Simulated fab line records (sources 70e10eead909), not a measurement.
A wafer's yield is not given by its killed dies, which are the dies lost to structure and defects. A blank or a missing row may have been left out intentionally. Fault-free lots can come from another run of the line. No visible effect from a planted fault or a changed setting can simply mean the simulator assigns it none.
The tool behind it: which one? | flow nand-harc | Sampling: 12 lots, 36 wafers, 3 of 1302 route steps

== WHAT THE GAUGES READ, wafer by wafer ==
NHARC_P_M1_INSPECT_11.
lot  | measured     | on                | raw-defect-count
L075 | day 6 14:27  | defect-inspect-02 | 0 2 3
L078 | day 7 23:13  | defect-inspect-01 | 10 6 7
L079 | day 8 14:33  | defect-inspect-02 | 3 2 6
L081 | day 9 12:52  | defect-inspect-02 | 4 4 1
L083 | day 10 08:30 | defect-inspect-02 | 7 5 14
L086 | day 11 00:26 | defect-inspect-02 | 2 5 6
L087 | day 11 10:23 | defect-inspect-01 | 6 6 0
L089 | day 12 16:13 | defect-inspect-01 | 5 4 6
L091 | day 13 14:23 | defect-inspect-01 | 9 2 12
L093 | day 14 00:59 | defect-inspect-02 | 1 2 2
L095 | day 14 22:10 | defect-inspect-01 | 7 7 6
L097 | day 15 16:15 | defect-inspect-02 | 4 4 3

== TOOL THAT RAN EACH LOT (tool first, then ch and the chambers of the sampled wafers, then the start) ==
lot  | NHARC_P_GATE_STRIP_113               | NHARC_P_M0_ETCH_34
L075 | plasma-asher-02 ch 0,1, day 6 01:44  | rie-diel-09 ch 0,3, day 6 10:32
L078 | plasma-asher-01 ch 0,1, day 7 10:46  | rie-diel-03 ch 1,2,3, day 7 19:14
L079 | plasma-asher-02 ch 0, day 8 01:43    | rie-diel-03 ch 0,2,3, day 8 10:13
L081 | plasma-asher-01 ch 0,1, day 9 00:37  | rie-diel-02 ch 0,1,3, day 9 09:07
L083 | plasma-asher-01 ch 0,1, day 9 19:52  | rie-diel-09 ch 1,2,3, day 10 04:36
L086 | plasma-asher-02 ch 0,1, day 10 11:14 | rie-diel-03 ch 0,1, day 10 20:32
L087 | plasma-asher-01 ch 0,1, day 10 22:03 | rie-diel-03 ch 0,2,3, day 11 06:31
L089 | plasma-asher-01 ch 0,1, day 12 02:34 | rie-diel-03 ch 0,1,2, day 12 12:17
L091 | plasma-asher-01 ch 0,1, day 13 01:53 | rie-diel-03 ch 0,1, day 13 10:23
L093 | plasma-asher-02 ch 1, day 13 12:41   | rie-diel-02 ch 1,2,3, day 13 21:04
L095 | plasma-asher-01 ch 0,1, day 14 08:30 | rie-diel-09 ch 2,3, day 14 17:44
L097 | plasma-asher-01 ch 0,1, day 15 03:44 | rie-diel-03 ch 0,1,3, day 15 12:29
- NHARC_P_GATE_STRIP_113: strips in N2/H2, time 740 s.
- NHARC_P_M0_ETCH_34: etches the open film in N2/H2, target depth 40 nm, overetch 12 nm, time 43.94 s.

== THE ANSWER, worked out from the rows above alone ==
Rule: the lots themselves supply what counts as usual. Put in order of their means at a reading, lots are off if they are a third of the lots or fewer, leave a main group of 4 or more, and stand apart from it by a gap of 3 or more times the standard deviation of the main group's means; of several such gaps the widest counts. Not used: any main group whose means are identical at the precision the tables above print for the reading. Also off: a lot with no number at a reading for which 4 or more lots have one. Where the step has rows for the other lots, those lots are counted as sound.
None of the lots is off at any reading shown; this tells nothing.

== WHAT HAD BEEN PUT IN BY THE SIMULATOR ==
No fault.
